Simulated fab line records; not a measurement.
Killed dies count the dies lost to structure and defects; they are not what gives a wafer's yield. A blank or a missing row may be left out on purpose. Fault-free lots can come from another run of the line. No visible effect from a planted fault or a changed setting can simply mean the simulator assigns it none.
fab line records | flow n5-finfet
record: lots: 12 wafers: 36 last-day: 18
route steps=1938 shown BEOL_M5@1112 PASSIVATION@1936
lots untouched by any fault: they come from a run of this same line in which no faults occurred
start-h: start of the lot's first displayed wafer, in hours after the record's first day | wait-h: time in hours since the lot's previous step | " the same as in the row above | L1.1+2: one row covering several wafers at once | - no value, or no start was given | * or withheld: withheld | < > ~ a bound
route shown NAME@n: names a module that has steps shown in the file, with the first one's number in the route | usual: mean and standard deviation over wafers with no fault | same: alike in all rows | chamber/n: place in a boat | sites: per-site readings | _std_site: standard deviation of those values | _edge_site: inner sites' mean taken away from outer sites' mean | radius-mm: how far each site lies from the wafer's centre | mask NAME#n: copy n | behind: the most recent tool/chamber to have shaped the wafer | hold: what put the lot on hold/how long, in hours/how the hold closed | device: the n, p or np transistor that did not switch | end of line: the same wafers' tests at the end of the route | a step given without rows: its recipe and nothing more | killed: count of dies lost to structure and defects at first sort (not the wafer's yield) | map: dies across one wafer; x = killed, . = not, _ = none there
set.NAME: setting as actually run; set.NAME@STEP: the setting as run at that earlier step | model.NAME: the simulator's own value behind a step, which no gauge read
the route's steps for a sample of lots (tables are steps, rows are wafers)
services: the hour from which a tool's chamber was out of use, counted from the record's first day as start-h (under 0 if before that day), plus the number of hours and why
== steps ==
step: N5_BEOL_M5_ILD_DEP_00
recipe: material: SiCOH_lowk target-thk-a: 1406.4 temp-c: 300 precursor: DEMS/porogen pressure-torr: 5 rf-w: 500 time-s: 25.9
usual: heater-power-outer-w: 127/30 heater-power-w: 288/43 showerhead-plenum-p-Torr: 5.738/0.013 throttle-valve-pct: 13.9/0.88
columns lot.wafer tool chamber start-h wait-h heater-power-outer-w heater-power-w showerhead-plenum-p-Torr throttle-valve-pct
L504.1 pecvd-04 0 165.18 0.8 130 330 5.746 13.0
L504.3 " 2 " " 107 294 5.742 13.7
L504.4 " 0 " " 135 318 5.753 13.2
L505.1 pecvd-03 1 167.50 0.8 146 315 5.707 14.4
L505.4 " 2 " " 152 296 5.731 13.7
L505.6 " 0 " " 103 228 5.757 13.2
L507.3 pecvd-03 2 189.74 0.5 120 261 5.717 13.6
L507.5 " 1 " " 114 275 5.744 14.2
L507.6 " 2 " " 124 259 5.718 13.3
L506.4 pecvd-03 2 201.75 0.4 138 282 5.732 13.6
L506.5 " 0 " " 77 193 5.763 13.2
L506.6 " 1 " " 141 310 5.735 14.1
L510.1 pecvd-04 2 227.19 0.8 64 231 5.762 14.1
L510.4 " 1 " " 151 308 5.732 15.0
L510.5 " 0 " " 126 311 5.747 13.4
L512.1 pecvd-04 0 231.77 0.8 100 278 5.739 13.5
L512.3 " 2 " " 105 289 5.741 14.0
L512.4 " 0 " " 105 296 5.742 13.1
L514.1 pecvd-03 1 239.18 0.8 158 332 5.721 14.5
L514.2 " 2 " " 126 266 5.743 12.7
L514.5 " 2 " " 133 267 5.717 12.8
L517.2 pecvd-02 1 264.31 0.7 127 284 5.719 15.3
L517.4 " 0 " " 96 227 5.738 14.5
L517.6 " 1 " " 130 299 5.739 15.3
L520.2 pecvd-03 1 266.83 0.7 161 326 5.747 14.2
L520.3 " 2 " " 120 253 5.721 12.6
L520.5 " 0 " " 91 213 5.752 13.1
L523.2 pecvd-04 0 294.02 0.7 151 352 5.738 13.5
L523.5 " 0 " " 154 354 5.741 13.4
L523.6 " 2 " " 76 249 5.748 14.0
L524.2 pecvd-04 1 299.66 0.7 181 354 5.738 15.3
L524.4 " 1 " " 195 357 5.743 15.4
L524.5 " 2 " " 70 248 5.762 14.0
L526.3 pecvd-02 1 320.02 0.5 124 287 5.728 15.3
L526.5 " 2 " " 158 334 5.735 13.0
L526.6 " 1 " " 127 297 5.730 15.0
step: N5_BEOL_M5_CD_MEAS_11
recipe: target-cd-nm: 27.74 landing-energy-ev: 500 detector: se-inlens
usual: cd-nm: 28.07/0.28
columns lot.wafer tool chamber start-h wait-h cd-nm
L504.1 cd-sem-01 0 166.80 - 28.43
L504.3 " 0 " " 28.73
L504.4 " 0 " " 28.40
L505.1 cd-sem-01 0 169.20 - 28.17
L505.4 " 0 " " 28.13
L505.6 " 0 " " 27.99
L507.3 cd-sem-03 0 191.96 - 28.00
L507.5 " 0 " " 27.78
L507.6 " 0 " " 28.09
L506.4 cd-sem-01 0 203.26 - 28.21
L506.5 " 0 " " 28.32
L506.6 " 0 " " 28.13
L510.1 cd-sem-03 0 230.85 - 27.80
L510.4 " 0 " " 27.71
L510.5 " 0 " " 27.70
L512.1 cd-sem-01 0 232.86 - 27.83
L512.3 " 0 " " 28.23
L512.4 " 0 " " 27.95
L514.1 cd-sem-02 0 245.39 - 28.25
L514.2 " 0 " " 28.14
L514.5 " 0 " " 28.38
L517.2 cd-sem-01 0 266.75 - 27.86
L517.4 " 0 " " 28.19
L517.6 " 0 " " 28.04
L520.2 cd-sem-01 0 269.74 - 27.90
L520.3 " 0 " " 27.90
L520.5 " 0 " " 27.78
L523.2 cd-sem-03 0 296.85 - 28.16
L523.5 " 0 " " 28.10
L523.6 " 0 " " 28.10
L524.2 cd-sem-03 0 301.86 - 27.50
L524.4 " 0 " " 28.34
L524.5 " 0 " " 28.12
L526.3 cd-sem-02 0 321.20 - 28.66
L526.5 " 0 " " 27.88
L526.6 " 0 " " 28.40
step: N5_BEOL_M5_OVL_MEAS_12
recipe: points-per-wafer: 522
usual: M5_OVL: 0.2/0.6
columns lot.wafer tool chamber start-h wait-h M5_OVL[nm]
L504.1 overlay-02 0 166.83 0.0 0.2
L504.3 " 0 " " -1.0
L504.4 " 0 " " -0.4
L505.1 overlay-02 0 169.23 0.0 0.6
L505.4 " 0 " " 0.3
L505.6 " 0 " " -1.3
L507.3 overlay-01 0 192.00 0.0 1.1
L507.5 " 0 " " 1.0
L507.6 " 0 " " 1.0
L506.4 overlay-01 0 203.31 0.0 0.1
L506.5 " 0 " " 0.8
L506.6 " 0 " " 0.6
L510.1 overlay-02 0 230.88 0.0 0.1
L510.4 " 0 " " 0.1
L510.5 " 0 " " -0.2
L512.1 overlay-01 0 232.89 0.0 0.1
L512.3 " 0 " " -1.2
L512.4 " 0 " " -0.4
L514.1 overlay-02 0 245.42 0.0 0.7
L514.2 " 0 " " 0.3
L514.5 " 0 " " 0.1
L517.2 overlay-02 0 266.79 0.0 -0.5
L517.4 " 0 " " -0.2
L517.6 " 0 " " 0.4
L520.2 overlay-02 0 269.77 0.0 0.5
L520.3 " 0 " " 1.1
L520.5 " 0 " " 0.9
L523.2 overlay-01 0 296.89 0.0 0.6
L523.5 " 0 " " 0.6
L523.6 " 0 " " 0.5
L524.2 overlay-01 0 301.90 0.0 0.4
L524.4 " 0 " " 0.4
L524.5 " 0 " " 0.5
L526.3 overlay-01 0 321.24 0.0 0.0
L526.5 " 0 " " 0.5
L526.6 " 0 " " 0.7
step: N5_BEOL_M5_COAT_22
recipe: resist: CAR-EUV spin-rpm: 1500 resist-thk-nm: 30
usual: dispense-pressure-kPa: 52/4.6 spin-speed-rpm: 1500.0/1.1
columns lot.wafer tool chamber start-h wait-h dispense-pressure-kPa spin-speed-rpm
L504.1 litho-track-03 0 168.03 - 46 1500.2
L504.3 " 0 " " 46 1498.9
L504.4 " 0 " " 46 1499.9
L505.1 litho-track-05 0 176.73 - 56 1499.4
L505.4 " 0 " " 56 1501.0
L505.6 " 0 " " 56 1498.3
L507.3 litho-track-03 0 193.12 - 46 1500.6
L507.5 " 0 " " 46 1500.8
L507.6 " 0 " " 46 1501.0
L506.4 litho-track-03 0 204.64 - 46 1499.8
L506.5 " 0 " " 46 1499.8
L506.6 " 0 " " 46 1499.0
L510.1 litho-track-03 0 231.49 - 46 1500.0
L510.4 " 0 " " 46 1500.3
L510.5 " 0 " " 46 1498.5
L512.1 litho-track-03 0 233.46 - 46 1500.3
L512.3 " 0 " " 46 1499.0
L512.4 " 0 " " 46 1499.3
L514.1 litho-track-03 0 247.67 - 46 1734.8
L514.2 " 0 " " 46 1734.1
L514.5 " 0 " " 46 1735.5
L517.2 litho-track-03 0 267.91 - 46 1735.1
L517.4 " 0 " " 46 1734.8
L517.6 " 0 " " 46 1734.5
L520.2 litho-track-04 0 273.41 - 54 1500.9
L520.3 " 0 " " 54 1499.3
L520.5 " 0 " " 54 1500.0
L523.2 litho-track-05 0 300.05 - 56 1500.8
L523.5 " 0 " " 56 1500.4
L523.6 " 0 " " 56 1499.8
L524.2 litho-track-04 0 305.40 - 54 1500.8
L524.4 " 0 " " 54 1501.6
L524.5 " 0 " " 54 1499.6
L526.3 litho-track-05 0 322.56 - 56 1499.4
L526.5 " 0 " " 56 1502.6
L526.6 " 0 " " 56 1499.5
step: N5_PASSIVATION_PROBE_49
usual: defect-limited-yield: 91.1/1.4 killed_at_M0_to_M3: 34/9.7 killed_at_M4_up: 13/5.1 killed-at-contacts: 14/6.3 killed-at-front-end: 40/11 killed-at-other: 3.5/2.7 killed-dies: 105/16 killed-open: 70/12 killed-short: 34/7.8 sort_bin_4_leakage: 0.02/0.13 sort_bin_5_function: 5.2/0.88 sort_bin_6_memory: 3.3/0.7 sort-n-pass: 1074/17 sort-yield-pct: 91.0/1.5
same: gross-dies: 1180 killed-at-back-side: 0 sort_bin_8_speed[%]: 0
columns lot.wafer tool chamber start-h wait-h defect-limited-yield[%] killed_at_M0_to_M3 killed_at_M4_up killed-at-contacts killed-at-front-end killed-at-other killed-dies killed-open killed-short sort_bin_4_leakage[%] sort_bin_5_function[%] sort_bin_6_memory[%] sort-n-pass sort-yield-pct[%]
L504.1 prober-01 - 271.66 0.0 93.2 31 10 9 28 2 80 61 18 0 3.7 3.0 1100 93.2
L504.3 prober-01 - 271.76 0.1 90.2 55 8 15 34 4 116 76 39 0 5.9 3.3 1064 90.2
L504.4 prober-01 - 271.81 0.2 93.0 27 19 8 23 6 83 61 21 0.08 4.1 2.9 1096 92.9
L506.4 prober-02 - 298.22 0.2 90.1 58 10 18 29 2 117 87 30 0 5.3 4.4 1063 90.1
L506.5 prober-02 - 298.27 0.2 91.9 32 12 13 36 2 95 68 26 0 4.5 3.3 1085 91.9
L506.6 prober-02 - 298.32 0.3 93.0 30 7 10 33 3 83 48 33 0 4.7 2.2 1097 93.0
L510.1 prober-01 - 331.31 0.0 90.1 46 17 29 23 2 117 80 36 0 5.4 4.2 1063 90.1
L510.4 prober-01 - 331.46 0.2 90.2 40 17 22 34 3 116 83 33 0 6.0 3.6 1064 90.2
L510.5 prober-01 - 331.51 0.2 89.9 40 15 21 37 6 119 78 40 0 6.4 3.6 1061 89.9
L514.1 prober-01 - 339.32 0.0 90.6 31 15 8 49 8 111 71 38 0 6.1 2.7 1069 90.6
L514.2 prober-01 - 339.37 0.1 91.4 24 22 21 24 10 101 61 40 0 5.5 2.8 1079 91.4
L514.5 prober-01 - 339.52 0.2 91.6 31 18 19 22 9 99 62 35 0 5.2 2.7 1081 91.6
L517.2 prober-01 - 369.18 0.1 91.3 24 12 13 49 5 103 79 24 0 6.0 2.7 1077 91.3
L517.4 prober-01 - 369.28 0.2 89.8 34 14 19 48 5 120 72 48 0 6.8 3.3 1060 89.8
L517.6 prober-01 - 369.38 0.3 89.1 44 12 22 46 5 129 84 43 0.25 5.7 4.9 1048 88.8
L520.3 prober-01 - 371.60 0.1 93.0 29 9 7 37 1 83 63 20 0 4.4 2.3 1097 93.0
L520.5 prober-01 - 371.70 0.2 92.1 21 13 12 43 4 93 60 33 0 4.5 3.1 1087 92.1
L526.3 prober-01 - 423.82 0.1 91.2 25 15 10 49 5 104 70 34 0 5.6 3.1 1076 91.2
L526.5 prober-01 - 423.92 0.2 88.7 32 28 8 62 3 133 90 43 0 7.5 3.6 1047 88.7
L526.6 prober-01 - 423.97 0.3 87.8 40 18 21 63 2 144 107 37 0 7.5 4.5 1036 87.8
killed by level:class
L504.1 STI_FIN_REVEAL:geometric-particle:open=13 BEOL_M1:geometric-particle:open=9 MOL_CONTACT_COAG:geometric-particle:open=8 BEOL_M0_SAQP:geometric-particle:open=7 BEOL_M0:geometric-particle:open=6 GATE_CUT:geometric-particle:short=3 BEOL_M4:geometric-particle:open=3 FIN_SAQP:geometric-particle:open=2
L504.3 BEOL_M3:geometric-particle:open=15 MOL_CONTACT_COAG:geometric-particle:open=10 BEOL_M0_SAQP:geometric-particle:short=9 STI_FIN_REVEAL:geometric-particle:open=8 BEOL_M0_SAQP:geometric-particle:open=8 BEOL_M1:geometric-particle:open=8 BEOL_M1:geometric-particle:short=6 MOL_CONTACT_COAG:geometric-particle:short=5
L504.4 STI_FIN_REVEAL:geometric-particle:open=8 BEOL_M0_SAQP:geometric-particle:open=8 BEOL_M1:geometric-particle:open=8 BEOL_M4:geometric-particle:open=7 BEOL_M0_SAQP:geometric-particle:short=6 FIN_SAQP:geometric-particle:open=4 MOL_CONTACT_COAG:geometric-particle:short=4 MOL_CONTACT_COAG:geometric-particle:open=4
L506.4 BEOL_M0_SAQP:geometric-particle:open=17 MOL_CONTACT_COAG:geometric-particle:open=16 BEOL_M2:geometric-particle:open=13 STI_FIN_REVEAL:geometric-particle:open=11 BEOL_M0_SAQP:geometric-particle:short=10 BEOL_M3:geometric-particle:open=10 FIN_SAQP:geometric-particle:short=6 DUMMY_GATE:geometric-particle:open=4
L506.5 MOL_CONTACT_COAG:geometric-particle:open=12 GATE_CUT:geometric-particle:short=8 BEOL_M0_SAQP:geometric-particle:open=7 BEOL_M3:geometric-particle:open=7 BEOL_M0_SAQP:geometric-particle:short=6 DUMMY_GATE:geometric-particle:open=6 STI_FIN_REVEAL:geometric-particle:open=5 BEOL_M2:geometric-particle:open=5
L506.6 FIN_SAQP:geometric-particle:short=11 BEOL_M0_SAQP:geometric-particle:short=11 MOL_CONTACT_COAG:geometric-particle:open=7 FIN_SAQP:geometric-particle:open=5 BEOL_M1:geometric-particle:open=5 BEOL_M0_SAQP:geometric-particle:open=5 BEOL_M0:geometric-particle:open=4 BEOL_M3:geometric-particle:open=4
L510.1 MOL_CONTACT_COAG:geometric-particle:open=22 BEOL_M0_SAQP:geometric-particle:short=18 BEOL_M0_SAQP:geometric-particle:open=14 STI_FIN_REVEAL:geometric-particle:open=10 BEOL_M4:geometric-particle:open=8 MOL_CONTACT_COAG:geometric-particle:short=7 BEOL_M2:geometric-particle:open=6 FIN_SAQP:geometric-particle:open=5
L510.4 MOL_CONTACT_COAG:geometric-particle:open=21 BEOL_M0_SAQP:geometric-particle:short=12 BEOL_M0_SAQP:geometric-particle:open=10 BEOL_M4:geometric-particle:open=10 STI_FIN_REVEAL:geometric-particle:open=8 BEOL_M1:geometric-particle:open=7 DUMMY_GATE:geometric-particle:open=6 BEOL_M1:geometric-particle:short=4
L510.5 MOL_CONTACT_COAG:geometric-particle:open=15 STI_FIN_REVEAL:geometric-particle:open=12 BEOL_M0_SAQP:geometric-particle:open=12 BEOL_M0_SAQP:geometric-particle:short=9 BEOL_M2:geometric-particle:open=8 BEOL_M4:geometric-particle:open=8 MOL_CONTACT_COAG:geometric-particle:short=6 STI_FIN_REVEAL:geometric-particle:short=5
L514.1 STI_FIN_REVEAL:geometric-particle:open=11 BEOL_M2:geometric-particle:open=10 DUMMY_GATE:geometric-particle:open=9 FIN_SAQP:geometric-particle:open=8 BEOL_M0_SAQP:geometric-particle:open=8 MOL_CONTACT_COAG:geometric-particle:open=7 STARTING-WAFER:geometric-particle:short=6 GATE_CUT:geometric-particle:short=6
L514.2 MOL_CONTACT_COAG:geometric-particle:open=16 BEOL_M0_SAQP:geometric-particle:short=9 BEOL_M4:geometric-particle:open=9 STARTING-WAFER:geometric-particle:short=5 MOL_CONTACT_COAG:geometric-particle:short=5 BEOL_M0_SAQP:geometric-particle:open=5 GATE_CUT:geometric-particle:short=4 PASS1_DEP:geometric-particle:short=4
L514.5 MOL_CONTACT_COAG:geometric-particle:open=16 BEOL_M4:geometric-particle:open=6 STI_FIN_REVEAL:geometric-particle:open=5 BEOL_M0_SAQP:geometric-particle:open=5 BEOL_M2:geometric-particle:short=5 BEOL_M3:geometric-particle:open=5 DUMMY_GATE:geometric-particle:open=4 BEOL_M1:geometric-particle:open=4
L517.2 FIN_SAQP:geometric-particle:open=14 MOL_CONTACT_COAG:geometric-particle:open=12 FIN_SAQP:geometric-particle:short=11 BEOL_M3:geometric-particle:open=10 GATE_CUT:geometric-particle:open=8 BEOL_M4:geometric-particle:open=6 STI_FIN_REVEAL:geometric-particle:open=5 GATE_CUT:geometric-particle:short=4
L517.4 MOL_CONTACT_COAG:geometric-particle:open=14 STI_FIN_REVEAL:geometric-particle:open=11 FIN_SAQP:geometric-particle:short=10 BEOL_M0_SAQP:geometric-particle:open=6 BEOL_M0:geometric-particle:open=6 BEOL_M4:geometric-particle:open=6 ILD0:geometric-particle:short=5 GATE_CUT:geometric-particle:open=5
L517.6 MOL_CONTACT_COAG:geometric-particle:open=19 BEOL_M0_SAQP:geometric-particle:short=15 BEOL_M0_SAQP:geometric-particle:open=14 STI_FIN_REVEAL:geometric-particle:open=10 FIN_SAQP:geometric-particle:short=7 BEOL_M4:geometric-particle:open=6 BEOL_M0:geometric-particle:open=5 FIN_SAQP:geometric-particle:open=4
L520.3 BEOL_M3:geometric-particle:open=10 FIN_SAQP:geometric-particle:open=8 DUMMY_GATE:geometric-particle:open=8 BEOL_M0_SAQP:geometric-particle:open=7 MOL_CONTACT_COAG:geometric-particle:open=7 STI_FIN_REVEAL:geometric-particle:open=5 BEOL_M0:geometric-particle:open=4 BEOL_M0_SAQP:geometric-particle:short=3
L520.5 STI_FIN_REVEAL:geometric-particle:open=14 MOL_CONTACT_COAG:geometric-particle:open=8 FIN_SAQP:geometric-particle:open=6 STARTING-WAFER:geometric-particle:short=5 FIN_SAQP:geometric-particle:short=4 DUMMY_GATE:geometric-particle:open=4 MOL_CONTACT_COAG:geometric-particle:short=4 BEOL_M1:geometric-particle:short=4
L526.3 STI_FIN_REVEAL:geometric-particle:open=22 BEOL_M0_SAQP:geometric-particle:open=10 MOL_CONTACT_COAG:geometric-particle:open=9 BEOL_M4:geometric-particle:short=7 STI_FIN_REVEAL:geometric-particle:short=6 BEOL_M0_SAQP:geometric-particle:short=5 FIN_SAQP:geometric-particle:open=4 FIN_SAQP:geometric-particle:short=4
L526.5 STI_FIN_REVEAL:geometric-particle:open=18 FIN_SAQP:geometric-particle:open=12 BEOL_M5:geometric-particle:open=10 GATE_CUT:geometric-particle:short=9 FIN_SAQP:geometric-particle:short=8 MOL_CONTACT_COAG:geometric-particle:open=7 BEOL_M1:geometric-particle:open=6 BEOL_M1:geometric-particle:short=6
L526.6 STI_FIN_REVEAL:geometric-particle:open=30 MOL_CONTACT_COAG:geometric-particle:open=20 BEOL_M0_SAQP:geometric-particle:open=12 FIN_SAQP:geometric-particle:open=10 BEOL_M0_SAQP:geometric-particle:short=8 BEOL_M2:geometric-particle:open=8 STI_FIN_REVEAL:geometric-particle:short=7 BEOL_M4:geometric-particle:open=7
== services ==
columns tool chamber start-h hours kind
pecvd-02 0 175.39 2.1 scheduled-down
pecvd-04 0 182.03 5.5 scheduled-down
litho-track-03 - 182.43 - consumable-replace:filter
pecvd-03 - 183.37 1.1 repair
pecvd-02 2 185.05 3.7 repair
pecvd-03 2 202.38 - clean
pecvd-03 2 202.38 - consumable-replace:showerhead
pecvd-03 2 202.38 29.0 scheduled-down
pecvd-03 2 202.38 29.0 vent-cycle
pecvd-02 2 206.92 5.5 scheduled-down
pecvd-02 - 222.48 6.0 pm
pecvd-03 0 225.32 16.5 scheduled-down
pecvd-03 2 264.01 2.1 scheduled-down
litho-track-04 - 276.01 - consumable-replace:filter
pecvd-03 - 299.39 28.1 pm
litho-track-05 - 309.19 - consumable-replace:filter
== key ==
first-sign: step: N5_BEOL_M5_COAT_22 reading: spin-speed-rpm direction: up sigmas: 99+ usual: * struck: *
effect none on later readings
met-at N5_BEOL_M5_COAT_22
struck-lots L514,L517
not-acting-at N5_BEOL_M5_ILD_DEP_00,N5_BEOL_M5_CD_MEAS_11,N5_BEOL_M5_OVL_MEAS_12
onset-between 233.46 247.67
fault: kind: process-parameter-drift tool: litho-track-03 chamber: - onset-h: 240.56 steps: N5_BEOL_M5_COAT_22 channel: spin-rpm offset: * shape: step end-h: 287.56 acts-in: * stated: *
